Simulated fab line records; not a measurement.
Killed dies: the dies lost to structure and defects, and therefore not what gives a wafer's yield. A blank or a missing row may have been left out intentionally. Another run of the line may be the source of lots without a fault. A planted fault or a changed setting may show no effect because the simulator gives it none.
Which tool was responsible? || flow nandHarc || 12 lots, 36 wafers sampled, at 5 steps of a route of 1159

## WHAT EACH GAUGE READ, for each wafer
NHARC_P_M2_THK_MEAS_24: measures by xrf.
{"lot": "L076", "measured": "day 6 12:44", "on": "filmMetro-01", "thkNm (nm)": "144.9 142.9 144.7"}
{"lot": "L078", "measured": "day 7 06:43", "on": "filmMetro-01", "thkNm (nm)": "145.5 145.9 144.2"}
{"lot": "L079", "measured": "day 7 16:35", "on": "filmMetro-02", "thkNm (nm)": "143.1 143.1 141.8"}
{"lot": "L081", "measured": "day 8 02:47", "on": "filmMetro-01", "thkNm (nm)": "144.5 144.7 145.2"}
{"lot": "L084", "measured": "day 8 16:47", "on": "filmMetro-01", "thkNm (nm)": "142.2 145.3 142.0"}
{"lot": "L085", "measured": "day 9 00:00", "on": "filmMetro-02", "thkNm (nm)": "143.7 143.3 141.5"}
{"lot": "L087", "measured": "day 9 12:49", "on": "filmMetro-02", "thkNm (nm)": "146.4 144.9 145.3"}
{"lot": "L089", "measured": "day 10 06:55", "on": "filmMetro-02", "thkNm (nm)": "144.7 144.1 144.1"}
{"lot": "L091", "measured": "day 10 15:19", "on": "filmMetro-02", "thkNm (nm)": "145.5 146.5 142.6"}
{"lot": "L093", "measured": "day 11 06:52", "on": "filmMetro-02", "thkNm (nm)": "145.1 141.8 143.3"}
{"lot": "L095", "measured": "day 11 13:26", "on": "filmMetro-01", "thkNm (nm)": "144.5 141.3 144.5"}
{"lot": "L097", "measured": "day 11 17:19", "on": "filmMetro-02", "thkNm (nm)": "146.3 146.0 145.3"}

## WHAT TOOL EACH LOT RAN ON (gives the tool, then ch and the chambers of the sampled wafers, and finally the start)
{"lot": "L076", "NHARC_P_GATE_RTA_80": "rtpAnneal-02 ch 0, day 5 18:44", "NHARC_P_CONTACT_CMP_01": "cmp-03 ch 0,1,3, day 5 20:25", "NHARC_P_M1_ETCH_15": "rieDiel-06 ch 2,3, day 6 12:44 or earlier", "NHARC_P_M1_ETCH_28": "rieDiel-06 ch 0,1,3, day 6 12:44 or earlier"}
{"lot": "L078", "NHARC_P_GATE_RTA_80": "rtpAnneal-01 ch 0, day 6 12:58", "NHARC_P_CONTACT_CMP_01": "cmp-03 ch 1,2, day 6 14:26", "NHARC_P_M1_ETCH_15": "rieDiel-07 ch 0,2,3, day 7 06:43 or earlier", "NHARC_P_M1_ETCH_28": "rieDiel-12 ch 0,1,3, day 7 06:43 or earlier"}
{"lot": "L079", "NHARC_P_GATE_RTA_80": "rtpAnneal-02 ch 0, day 6 18:51", "NHARC_P_CONTACT_CMP_01": "cmp-04 ch 0,3, day 6 20:12", "NHARC_P_M1_ETCH_15": "rieDiel-06 ch 0,1,3, day 7 16:35 or earlier", "NHARC_P_M1_ETCH_28": "rieDiel-12 ch 1,2,3, day 7 16:35 or earlier"}
{"lot": "L081", "NHARC_P_GATE_RTA_80": "rtpAnneal-01 ch 0, day 7 07:20", "NHARC_P_CONTACT_CMP_01": "cmp-02 ch 0,1, day 7 08:53", "NHARC_P_M1_ETCH_15": "rieDiel-07 ch 2,3, day 8 02:47 or earlier", "NHARC_P_M1_ETCH_28": "rieDiel-12 ch 0,1,2, day 8 02:47 or earlier"}
{"lot": "L084", "NHARC_P_GATE_RTA_80": "rtpAnneal-01 ch 0, day 7 23:29", "NHARC_P_CONTACT_CMP_01": "cmp-04 ch 1,2,3, day 8 00:55", "NHARC_P_M1_ETCH_15": "rieDiel-07 ch 0,1,3, day 8 16:47 or earlier", "NHARC_P_M1_ETCH_28": "rieDiel-06 ch 1,2,3, day 8 16:47 or earlier"}
{"lot": "L085", "NHARC_P_GATE_RTA_80": "rtpAnneal-01 ch 0, day 8 06:28", "NHARC_P_CONTACT_CMP_01": "cmp-04 ch 1,3, day 8 07:53", "NHARC_P_M1_ETCH_15": "rieDiel-06 ch 0,1,3, day 9 00:00 or earlier", "NHARC_P_M1_ETCH_28": "rieDiel-06 ch 0,2,3, day 9 00:00 or earlier"}
{"lot": "L087", "NHARC_P_GATE_RTA_80": "rtpAnneal-02 ch 0, day 8 16:59", "NHARC_P_CONTACT_CMP_01": "cmp-02 ch 0,2, day 8 18:29", "NHARC_P_M1_ETCH_15": "rieDiel-06 ch 0,2,3, day 9 12:49 or earlier", "NHARC_P_M1_ETCH_28": "rieDiel-12 ch 0,1,3, day 9 12:49 or earlier"}
{"lot": "L089", "NHARC_P_GATE_RTA_80": "rtpAnneal-01 ch 0, day 9 08:07", "NHARC_P_CONTACT_CMP_01": "cmp-03 ch 0,1,2, day 9 09:35", "NHARC_P_M1_ETCH_15": "rieDiel-07 ch 0,2, day 10 06:55 or earlier", "NHARC_P_M1_ETCH_28": "rieDiel-07 ch 2,3, day 10 06:55 or earlier"}
{"lot": "L091", "NHARC_P_GATE_RTA_80": "rtpAnneal-01 ch 0, day 9 19:18", "NHARC_P_CONTACT_CMP_01": "cmp-03 ch 0,1,3, day 9 21:10", "NHARC_P_M1_ETCH_15": "rieDiel-07 ch 2,3, day 10 15:19 or earlier", "NHARC_P_M1_ETCH_28": "rieDiel-12 ch 1,2,3, day 10 15:19 or earlier"}
{"lot": "L093", "NHARC_P_GATE_RTA_80": "rtpAnneal-02 ch 0, day 10 08:01", "NHARC_P_CONTACT_CMP_01": "cmp-04 ch 0,2, day 10 09:29", "NHARC_P_M1_ETCH_15": "rieDiel-12 ch 0,2,3, day 11 06:52 or earlier", "NHARC_P_M1_ETCH_28": "rieDiel-07 ch 2,3, day 11 06:52 or earlier"}
{"lot": "L095", "NHARC_P_GATE_RTA_80": "rtpAnneal-01 ch 0, day 10 19:12", "NHARC_P_CONTACT_CMP_01": "cmp-03 ch 2,3, day 10 20:48", "NHARC_P_M1_ETCH_15": "rieDiel-07 ch 2,3, day 11 13:26 or earlier", "NHARC_P_M1_ETCH_28": "rieDiel-12 ch 0,2,3, day 11 13:26 or earlier"}
{"lot": "L097", "NHARC_P_GATE_RTA_80": "rtpAnneal-02 ch 0, day 10 23:22", "NHARC_P_CONTACT_CMP_01": "cmp-03 ch 0,1,2, day 11 00:55", "NHARC_P_M1_ETCH_15": "rieDiel-12 ch 1,2,3, day 11 17:19 or earlier", "NHARC_P_M1_ETCH_28": "rieDiel-06 ch 0,1,3, day 11 17:19 or earlier"}
- NHARC_P_GATE_RTA_80: time 30 s.
- NHARC_P_CONTACT_CMP_01: polishes SiO2, target thk 200 nm.
- NHARC_P_M1_ETCH_15: etches the open film in C4F8/Ar, target depth 182.5 nm, time 91.2 s.
- NHARC_P_M1_ETCH_28: etches the open film in CF4/N2, target depth 30 nm, time 72.99 s.

## THE ANSWER, worked out from the rows above alone
Rule: the lots themselves supply what counts as usual. The widest of any qualifying gaps counts: lots, ordered by their means at a reading, are off when they make up no more than a third of the lots, leave a main group of 4 or more, and stand apart from it by 3 or more times the standard deviation of that group's means. The tables above print the reading to a certain number of digits; a main group whose means all agree to those digits is not used. A lot without any number at a reading at which 4 lots or more have one is off too. Where the step has rows for the other lots, those lots are counted as sound.
None of the lots is off at any reading shown; this tells nothing.

## WHAT THE SIMULATOR HAD PUT IN
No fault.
